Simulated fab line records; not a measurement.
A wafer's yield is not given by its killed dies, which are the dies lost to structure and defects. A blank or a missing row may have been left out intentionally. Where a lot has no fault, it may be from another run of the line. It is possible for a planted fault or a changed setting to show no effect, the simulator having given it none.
Chamber matching ; flow n5-finfet ; N5_BEOL_M1_ETCH_69 on rie-diel-04 has 4 sister chambers
The step etches SiARC in CF4, target depth 15.6 nm, time 26 s. 8 wafers are shown with their chamber, then 7 later ones without.

== WAFERS PAIRED WITH THEIR CHAMBERS ==
wafer;chamber;drypump-motor-current-A (A);showerhead-plenum-p-Torr (Torr)
L079.2;2;5.5;2.23
L082.4;2;5.5;2.22
L085.2;3;5.6;2.03
L087.3;3;5.7;2.03
L087.5;0;6.1;2.13
L087.6;1;6.6;2.06
L089.1;0;6.1;2.13
L089.4;1;6.6;2.06

== WAFERS WITHOUT THEIR CHAMBER ==
wafer;drypump-motor-current-A (A);showerhead-plenum-p-Torr (Torr)
L089.6;5.5;2.22
L093.1;6.1;2.13
L093.4;5.5;2.22
L093.6;5.5;2.22
L094.1;5.5;2.22
L094.5;6.1;2.13
L094.6;6.6;2.05

== CHAMBER TAKEN BY EACH ==
wafer;from the rows above;in truth
L089.6;2;2
L093.1;0;0
L093.4;2;2
L093.6;2;2
L094.1;2;2
L094.5;0;0
L094.6;1;1
Placed correctly: 7 of 7. Number that these rows cannot place: 0. Wrongly placed: 0.
How it was worked out, from the rows above alone: a wafer's distance from a chamber is the root of the sum, over the readings, of the square of ((its reading less the chamber's mean) divided by the reading's scatter). If the next closest chamber is less than 2 further off than the closest, the wafer can't be placed; otherwise it belongs to the closest. Each chamber's mean is taken over the wafers shown for it. The scatter: the root of (the sum of the squares of (reading less its chamber's mean) over the shown wafers, divided by (wafers less chambers)).
